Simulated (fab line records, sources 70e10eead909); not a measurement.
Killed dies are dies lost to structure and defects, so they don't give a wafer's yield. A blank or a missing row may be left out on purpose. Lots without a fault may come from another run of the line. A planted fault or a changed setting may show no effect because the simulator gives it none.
fab line records | flow nand_harc
record lots=7 wafers=21 last_day=25
route steps=1159 shown A_STAIRCASE@694 END@1159
lots that met no fault: from a run of the same line without faults
start_h: hours from the record's first day to the start of the lot's first wafer shown | wait_h: hours since the lot's step before | " the same as in the row above | L1.1+2: a row that stands for several wafers | - no value, or no start given | * or withheld: withheld | < > ~ a bound
route shown NAME@n: a module of which the file shows steps, and the number in the route of the first | usual: mean/standard deviation of fault-free wafers | same: alike in all rows | chamber/n: place in a boat | sites: the reading at each site | _std_site: their standard deviation | _edge_site: outer sites' mean less inner sites' | radius_mm: how far each site lies from the wafer's centre | mask NAME#n: copy n | behind: the tool/chamber that last shaped the wafer | hold: why the lot was held/for how many hours/how that ended | device: the transistor (n, p or np) that didn't switch | end of line: the same wafers' tests at the end of the route | a step without rows: its recipe alone | killed: dies lost to structure and defects at the first sort, not the wafer's yield | map: a wafer's dies, x killed, . not, _ none there
set.NAME: the setting as run; set.NAME@STEP: as run at that earlier step | model.NAME: the simulator's own value behind a step, which no gauge read
lots at some steps of the route; a table a step, a row a wafer
services: from which hour (start_h, from the record's first day; less than 0 if before it) a tool's chamber was out of use, for how many hours, and why
## steps
# step NHARC_A_STAIRCASE_STRIP_317
# recipe time_s=900 temp_c=130 chemistry=SPM
# step NHARC_A_STAIRCASE_PRECLEAN_318
# recipe time_s=* temp_c=50 bath_age_min=0 chemistry=SC1
# step NHARC_A_STAIRCASE_SRD_329
# step NHARC_A_STAIRCASE_ALD_415
# recipe target_thk_a=300 pulse_time_s=6 ald_cycles=300 temp_c=300 material=SiO2
# usual heater_power_w=456/28 precursor_pulse_height_rel=1.000/0.02 susceptor_temp_C=299.99/0.2
# columns lot.wafer tool chamber start_h wait_h heater_power_w precursor_pulse_height_rel susceptor_temp_C
L207.3 ald_hk-02 3 285.34 0.5 469 0.970 299.70
L207.2 " 0 " " 480 0.939 299.95
L207.5 " 2 " " 471 0.966 300.36
L208.1 ald_hk-04 0 305.56 0.3 491 0.996 299.91
L208.3 " 1 " " 434 1.003 300.01
L208.5 " 0 " " 475 0.995 299.86
L210.3 ald_hk-02 1 322.29 0.3 412 1.004 300.11
L210.5 " 1 324.15 2.1 433 1.013 300.10
L210.6 " 2 " " 474 1.001 300.18
L215.3 ald_hk-04 2 337.64 1.6 415 1.001 300.04
L215.4 " 0 " " 477 0.990 299.56
L215.5 " 2 " " 418 0.973 299.91
L218.3 ald_hk-04 2 359.34 0.5 423 0.995 299.90
L218.6 " 0 " " 480 0.986 299.88
L218.5 " 1 " " 438 1.014 299.67
L223.4 ald_hk-02 1 386.67 0.5 419 0.984 299.92
L223.3 " 2 " " 469 1.000 299.96
L223.5 " 3 " " 483 0.978 299.90
L225.4 ald_hk-02 1 405.46 0.3 429 0.997 300.33
L225.2 " 2 " " 483 0.992 299.91
L225.5 " 0 " " 499 0.978 299.92
# step NHARC_A_STAIRCASE_ETCHBACK_416
# recipe target_depth_a=360 time_s=7.2 c4f8_flow_sccm=withheld o2_flow_sccm=8 ar_flow_sccm=withheld rf_w=600 bias_w=800 chemistry=C4F8/O2/Ar
# usual oes_product_au=0.94/0.032 rf_vpp_V=721/4.6
# columns lot.wafer tool chamber start_h wait_h oes_product_au rf_hours_counter_h rf_vpp_V
L207.2 rie_diel-13 1 - - 1.00 1 718
L207.3 " 3 " " 1.01 2 717
L207.5 " 0 " " 1.00 - 724
L208.1 rie_diel-13 1 - - 0.92 10 718
L208.3 " 3 " " 0.91 11 716
L208.5 " 2 " " 0.92 - 732
L210.3 rie_diel-01 3 325.81 3.1 1.01 0 725
L210.6 " 0 " " 1.02 - 721
L210.5 " 1 " " 1.00 - 717
L215.3 rie_diel-13 2 - - 0.92 24 730
L215.4 " 1 " " 0.93 23 718
L215.5 " 2 " " 0.93 - 731
L218.3 rie_diel-13 2 - - 0.93 32 731
L218.5 " 2 " " 0.93 - 731
L218.6 " 3 " " 0.93 - 715
L223.4 rie_diel-13 1 - - 0.93 41 717
L223.3 " 2 " " 0.93 43 730
L223.5 " 3 " " 0.92 - 716
L225.2 rie_diel-01 3 - - 0.93 33 722
L225.4 " 0 " " 0.93 33 720
L225.5 " 1 " " 0.93 - 715
# step NHARC_A_STAIRCASE_STRIP_476
# recipe time_s=20 o2_flow_sccm=500 ar_flow_sccm=0 bias_w=0 chemistry=O2
# step NHARC_A_STAIRCASE_DEP_417
# recipe target_thk_a=600 step_coverage_pct=20 temp_c=400 target_thk_nm=60 flow_sccm=200 rf_w=450 material=Si3N4
# usual heater_power_w=700/130 susceptor_temp_C=399.99/0.23
# columns lot.wafer tool chamber start_h wait_h heater_power_w susceptor_temp_C
L207.3 pecvd-02 2 287.88 - 629 400.05
L207.2 " 1 " " 779 399.65
L207.5 " 1 " " 772 399.75
L208.3 pecvd-01 2 307.67 - 864 400.16
L208.1 " 0 " " 778 400.19
L208.5 " 2 " " 840 399.91
L210.3 pecvd-01 0 326.02 - 644 399.98
L210.6 " 0 " " 660 399.87
L210.5 " 2 " " 825 399.90
L215.3 pecvd-01 2 340.36 - 851 399.98
L215.5 " 2 " " 869 400.10
L215.4 " 0 " " 766 400.40
L218.3 pecvd-02 1 361.24 - 731 399.96
L218.6 " 1 " " 749 399.70
L218.5 " 0 " " 804 399.17
L223.3 pecvd-01 0 388.50 - 772 399.82
L223.5 " 0 " " 772 400.12
L223.4 " 1 " " 536 399.83
L225.2 pecvd-02 2 407.58 - 572 399.62
L225.5 " 2 " " 559 399.65
L225.4 " 1 " " 741 400.05
# step NHARC_A_STAIRCASE_WET_418
# recipe temp_c=160 target_depth_a=200 chemistry=H3PO4
# step NHARC_A_STAIRCASE_PRECLEAN_419
# recipe time_s=* temp_c=50 bath_age_min=0 chemistry=SC1
# step NHARC_A_STAIRCASE_SRD_421
# step NHARC_A_STAIRCASE_ALD_420
# recipe target_thk_a=200 pulse_time_s=6 ald_cycles=200 temp_c=300 material=SiO2
# usual heater_power_w=462/32 precursor_pulse_height_rel=1.001/0.019 susceptor_temp_C=300.02/0.21
# columns lot.wafer tool chamber start_h wait_h heater_power_w precursor_pulse_height_rel susceptor_temp_C
L207.3 ald_hk-04 2 291.98 - 404 1.013 299.95
L207.2 " 3 " " 457 0.989 300.04
L207.5 " 1 " " 443 1.008 300.05
L208.3 ald_hk-02 3 310.22 - 484 0.990 300.14
L208.1 " 2 " " 477 1.027 300.27
L208.5 " 3 " " 499 1.009 300.18
L210.3 ald_hk-01 2 329.79 - 487 1.054 299.94
L210.6 " 2 " " 486 0.987 299.81
L210.5 " 3 " " 506 1.013 300.17
L215.4 ald_hk-04 1 345.12 - 430 1.000 299.86
L215.3 " 0 " " 496 0.998 300.11
L215.5 " 1 " " 426 1.036 299.98
L218.3 ald_hk-02 1 367.91 - 424 1.018 299.98
L218.5 " 1 " " 424 0.997 300.29
L218.6 " 2 " " 477 0.956 299.95
L223.4 ald_hk-04 0 392.28 - 458 0.970 299.86
L223.3 " 2 " " 427 0.991 300.11
L223.5 " 0 " " 462 0.990 299.96
L225.2 ald_hk-02 1 411.52 - 424 0.983 300.14
L225.4 " 3 " " 478 0.969 299.96
L225.5 " 1 " " 409 0.976 299.92
# step NHARC_A_STAIRCASE_CVD_552
# recipe target_thk_a=400 temp_c=700 pressure_mtorr=300 material=SiNx
# usual spike_tc_lower_C=700.5/1.1 susceptor_temp_C=700.04/0.28
# columns lot.wafer tool chamber start_h wait_h spike_tc_lower_C susceptor_temp_C
L207.2 lpcvd-01 0 296.36 - 699.0 700.10
L207.3 " 0 " " 700.2 699.98
L207.5 " 0 " " 700.6 700.24
L208.1 lpcvd-02 1 314.92 - 700.0 699.78
L208.3 " 1 " " 700.7 699.79
L208.5 " 1 " " 702.1 700.24
L210.3 lpcvd-02 0 337.59 - 698.8 700.11
L210.5 " 0 " " 700.3 700.24
L210.6 " 0 " " 698.9 699.88
L210.3 lpcvd-02 0 344.40 3.6 698.8 700.33
L210.5 " 0 " " 699.8 699.74
L210.6 " 0 " " 698.9 700.12
L215.3 lpcvd-02 0 349.81 - 700.1 700.02
L215.4 " 0 " " 699.0 699.79
L215.5 " 0 " " 699.2 699.77
L215.3 lpcvd-01 0 354.48 1.4 700.3 699.82
L215.4 " 0 " " 701.7 699.72
L215.5 " 0 " " 698.9 699.53
L218.3 lpcvd-01 0 372.61 - 701.6 700.45
L218.5 " 0 " " 701.0 699.76
L218.6 " 0 " " 699.1 700.26
L218.3 lpcvd-01 0 378.08 0.7 700.5 699.65
L218.5 " 0 " " 700.0 700.00
L218.6 " 0 " " 700.4 699.62
L223.3 lpcvd-02 1 396.97 - 700.6 700.38
L223.4 " 1 " " 699.4 700.16
L223.5 " 1 " " 701.3 700.04
L225.2 lpcvd-02 1 416.04 - 702.1 699.74
L225.4 " 1 " " 702.0 699.77
L225.5 " 1 " " 700.8 699.99
# step NHARC_A_STAIRCASE_DEP_151
# recipe target_thk_a=38000 temp_c=400 target_thk_nm=3800 teos_flow_sccm=200 rf_w=500 material=SiO2
# usual heater_power_w=630/120 susceptor_temp_C=399.99/0.21
# columns lot.wafer tool chamber start_h wait_h heater_power_w susceptor_temp_C
L207.2 pecvd-02 1 299.92 0.4 785 399.95
L207.3 " 0 " " 803 399.93
L207.5 " 1 " " 637 400.05
L208.1 pecvd-01 1 318.50 0.4 537 399.87
L208.3 " 0 " " 639 400.05
L208.5 " 2 " " 699 399.78
L210.3 pecvd-04 2 348.51 0.9 536 399.95
L210.5 " 0 " " 457 399.83
L210.6 " 2 " " 496 400.11
L215.3 pecvd-01 1 358.65 0.9 490 399.81
L215.5 " 2 " " 688 400.09
L215.4 " 0 " " 597 400.27
L218.3 pecvd-02 0 383.72 0.8 732 399.88
L218.6 " 0 " " 626 400.15
L218.5 " 1 " " 627 399.82
L223.3 pecvd-01 1 400.62 0.5 552 399.92
L223.4 " 0 " " 611 399.54
L223.5 " 1 " " 469 399.72
L225.2 pecvd-02 2 419.98 0.7 597 400.06
L225.4 " 0 " " 621 400.22
L225.5 " 1 " " 616 400.19
# step NHARC_END_SORT_01
# recipe temp_c=25
# usual killed_at_array=26/11 killed_at_other=0.4/0.78 killed_at_periphery=3.4/2.4 killed_dies=29/11 killed_open=3.1/1.9 killed_short=1.9/1.4
# same gross_dies=677
# columns lot.wafer tool chamber start_h wait_h killed_at_array killed_at_other killed_at_periphery killed_dies killed_open killed_short
L210.3 prober-02 0 554.00 3.1 674 0 3 677 6 2
L210.5 prober-02 0 555.57 3.7 675 0 2 677 4 2
L210.6 prober-02 0 556.36 3.9 674 1 2 677 4 4
L215.3 prober-01 0 561.58 3.0 674 1 2 677 2 1
L215.4 prober-01 0 562.37 3.3 668 3 6 677 4 2
L215.5 prober-01 0 563.16 3.7 669 3 5 677 0 2
L218.3 prober-02 0 577.42 3.1 673 0 4 677 1 2
L218.5 prober-02 0 578.99 3.6 666 1 10 677 6 3
L218.6 prober-02 0 579.78 3.9 670 0 7 677 2 2
# killed by level:class
L210.3 A_STAIRCASE:area_cvd=636 A_CHANNEL_HOLE_D1:chamber_film_flake=18 A_SLIT:chamber_film_flake=6 A_STAIRCASE:chamber_film_flake=4 A_CONTACT:geometric_particle:open=2 A_WL_FILL:chamber_film_flake=2 A_CONTACT:chamber_film_flake=2 P_GATE:geometric_particle:short=1
L210.5 A_STAIRCASE:area_cvd=636 A_CHANNEL_HOLE_D1:chamber_film_flake=19 A_SLIT:chamber_film_flake=12 A_CONTACT:chamber_film_flake=2 P_GATE:geometric_particle:open=1 P_M1:geometric_particle:open=1 A_WL_FILL:geometric_particle:short=1 A_BLC:geometric_particle:open=1
L210.6 A_STAIRCASE:area_cvd=633 A_CHANNEL_HOLE_D1:chamber_film_flake=18 A_SLIT:chamber_film_flake=8 A_STAIRCASE:chamber_film_flake=4 A_CHANNEL_FILL_D1:geometric_particle:open=2 A_WL_FILL:geometric_particle:short=2 A_CONTACT:chamber_film_flake=2 A_CHANNEL_FILL_D1:geometric_particle:short=1
L215.3 A_STAIRCASE:area_cvd=633 A_CHANNEL_HOLE_D1:chamber_film_flake=25 A_SLIT:chamber_film_flake=7 A_SGD_CUT:chamber_film_flake=4 A_CONTACT:chamber_film_flake=2 P_M0:geometric_particle:open=1 A_SOURCE_PLATE:geometric_particle:short=1 A_WL_FILL:geometric_particle:open=1
L215.4 A_STAIRCASE:area_cvd=634 A_SLIT:chamber_film_flake=14 A_CHANNEL_HOLE_D1:chamber_film_flake=10 A_CONTACT:chamber_film_flake=5 HYBRID_BOND:chamber_film_flake=3 P_M0:geometric_particle:short=2 A_CONTACT:geometric_particle:open=2 A_WL_FILL:chamber_film_flake=2
L215.5 A_STAIRCASE:area_cvd=638 A_CHANNEL_HOLE_D1:chamber_film_flake=13 A_SLIT:chamber_film_flake=7 A_CONTACT:chamber_film_flake=6 P_ZERO_WELL:chamber_film_flake=3 HYBRID_BOND:chamber_film_flake=3 P_GATE:chamber_film_flake=2 A_SGD_CUT:chamber_film_flake=2
L218.3 A_STAIRCASE:area_cvd=653 A_CONTACT:chamber_film_flake=9 A_SLIT:chamber_film_flake=4 A_CHANNEL_HOLE_D1:chamber_film_flake=3 P_GATE:chamber_film_flake=2 P_GATE:geometric_particle:open=1 A_ONON_D1:geometric_particle:short=1 A_WL_FILL:geometric_particle:short=1
L218.5 A_STAIRCASE:area_cvd=638 A_CONTACT:chamber_film_flake=11 A_SLIT:chamber_film_flake=7 P_M2:chamber_film_flake=6 P_GATE:geometric_particle:short=2 A_CHANNEL_FILL_D1:geometric_particle:open=2 A_CONTACT:geometric_particle:open=2 A_STAIRCASE:chamber_film_flake=2
L218.6 A_STAIRCASE:area_cvd=636 A_SLIT:chamber_film_flake=20 A_CONTACT:chamber_film_flake=6 P_M2:chamber_film_flake=5 A_CHANNEL_HOLE_D1:chamber_film_flake=4 A_WL_FILL:geometric_particle:short=2 P_ZERO_WELL:chamber_film_flake=2 A_ONON_D1:geometric_particle:open=1
# map L210.3 (x killed, . not)
____________x____________
_________xxxxxxx_________
_______xxxxxxxxxxx_______
______xxxxxxxxxxxxx______
_____xxxxxxxxxxxxxxx_____
____xxxxxxxxxxxxxxxxx____
____xxxxxxxxxxxxxxxxx____
___xxxxxxxxxxxxxxxxxxx___
___xxxxxxxxxxxxxxxxxxx___
__xxxxxxxxxxxxxxxxxxxxx__
__xxxxxxxxxxxxxxxxxxxxx__
_xxxxxxxxxxxxxxxxxxxxxxx_
_xxxxxxxxxxxxxxxxxxxxxxx_
_xxxxxxxxxxxxxxxxxxxxxxx_
_xxxxxxxxxxxxxxxxxxxxxxx_
_xxxxxxxxxxxxxxxxxxxxxxx_
xxxxxxxxxxxxxxxxxxxxxxxxx
xxxxxxxxxxxxxxxxxxxxxxxxx
xxxxxxxxxxxxxxxxxxxxxxxxx
xxxxxxxxxxxxxxxxxxxxxxxxx
xxxxxxxxxxxxxxxxxxxxxxxxx
_xxxxxxxxxxxxxxxxxxxxxxx_
_xxxxxxxxxxxxxxxxxxxxxxx_
_xxxxxxxxxxxxxxxxxxxxxxx_
_xxxxxxxxxxxxxxxxxxxxxxx_
_xxxxxxxxxxxxxxxxxxxxxxx_
__xxxxxxxxxxxxxxxxxxxxx__
__xxxxxxxxxxxxxxxxxxxxx__
___xxxxxxxxxxxxxxxxxxx___
___xxxxxxxxxxxxxxxxxxx___
____xxxxxxxxxxxxxxxxx____
____xxxxxxxxxxxxxxxxx____
_____xxxxxxxxxxxxxxx_____
______xxxxxxxxxxxxx______
_______xxxxxxxxxxx_______
_________xxxxxxx_________
____________x____________
# map L215.3 (x killed, . not)
____________x____________
_________xxxxxxx_________
_______xxxxxxxxxxx_______
______xxxxxxxxxxxxx______
_____xxxxxxxxxxxxxxx_____
____xxxxxxxxxxxxxxxxx____
____xxxxxxxxxxxxxxxxx____
___xxxxxxxxxxxxxxxxxxx___
___xxxxxxxxxxxxxxxxxxx___
__xxxxxxxxxxxxxxxxxxxxx__
__xxxxxxxxxxxxxxxxxxxxx__
_xxxxxxxxxxxxxxxxxxxxxxx_
_xxxxxxxxxxxxxxxxxxxxxxx_
_xxxxxxxxxxxxxxxxxxxxxxx_
_xxxxxxxxxxxxxxxxxxxxxxx_
_xxxxxxxxxxxxxxxxxxxxxxx_
xxxxxxxxxxxxxxxxxxxxxxxxx
xxxxxxxxxxxxxxxxxxxxxxxxx
xxxxxxxxxxxxxxxxxxxxxxxxx
xxxxxxxxxxxxxxxxxxxxxxxxx
xxxxxxxxxxxxxxxxxxxxxxxxx
_xxxxxxxxxxxxxxxxxxxxxxx_
_xxxxxxxxxxxxxxxxxxxxxxx_
_xxxxxxxxxxxxxxxxxxxxxxx_
_xxxxxxxxxxxxxxxxxxxxxxx_
_xxxxxxxxxxxxxxxxxxxxxxx_
__xxxxxxxxxxxxxxxxxxxxx__
__xxxxxxxxxxxxxxxxxxxxx__
___xxxxxxxxxxxxxxxxxxx___
___xxxxxxxxxxxxxxxxxxx___
____xxxxxxxxxxxxxxxxx____
____xxxxxxxxxxxxxxxxx____
_____xxxxxxxxxxxxxxx_____
______xxxxxxxxxxxxx______
_______xxxxxxxxxxx_______
_________xxxxxxx_________
____________x____________
## services
# columns tool chamber start_h hours kind
pecvd-02 - 266.83 0.2 repair
rie_diel-13 - 276.08 9.0 pm
ald_hk-02 0 286.27 10.0 vent_cycle
ald_hk-02 3 286.27 10.0 vent_cycle
ald_hk-02 0 296.27 - clean
ald_hk-02 1 296.27 - clean
ald_hk-02 2 296.27 - clean
ald_hk-02 3 296.27 - clean
pecvd-02 - 303.58 1.6 repair
rie_diel-01 1 308.71 14.6 repair
rie_diel-13 2 309.80 3.9 repair
pecvd-01 0 311.79 5.6 repair
rie_diel-01 - 315.40 9.0 pm
lpcvd-01 - 316.13 26.0 pm
ald_hk-01 - 323.00 0.9 repair
rie_diel-01 1 333.90 6.0 repair
pecvd-02 - 334.28 13.0 pm
ald_hk-04 - 364.00 10.0 pm
pecvd-04 - 376.00 13.0 pm
pecvd-01 2 404.77 5.3 repair
ald_hk-01 - 407.35 10.0 pm
pecvd-01 - 418.35 13.0 pm
pecvd-01 0 418.35 13.0 vent_cycle
pecvd-01 1 418.35 13.0 vent_cycle
## key
first_sign step=NHARC_A_STAIRCASE_CVD_552 reading=visit direction=added
effect step=NHARC_END_SORT_01 reading=killed_at_array direction=up sigmas=61 usual=26 struck=671
more_kills_born_at NHARC_A_STAIRCASE_CVD_552@lpcvd-01=3832 NHARC_A_STAIRCASE_CVD_552@lpcvd-02=1905
met_at NHARC_A_STAIRCASE_CVD_552
struck_wafers L210.3,L210.5,L210.6,L215.3,L215.4,L215.5,L218.3,L218.5,L218.6
later_rows_left_out L210.3,L210.5,L210.6,L215.3,L215.4,L215.5,L218.3,L218.5,L218.6
tester_left_out L210,L215,L218
fault kind=repeated_step_whole tool=lpcvd-01,lpcvd-02 chamber=- onset_h=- steps=NHARC_A_STAIRCASE_CVD_552 times=1 scope=struck_lots_only
# tester_left_out: of these lots the tester's yield and bins aren't shown, on N5 and GAA mostly nor the transistor test; their killed dies are dies lost to structure and defects alone, not to doping, threshold or leakage, so they don't give the yield
# later_rows_left_out: the simulator's readings of these wafers behind a module that went badly wrong aren't trusted and aren't shown, but for the sort
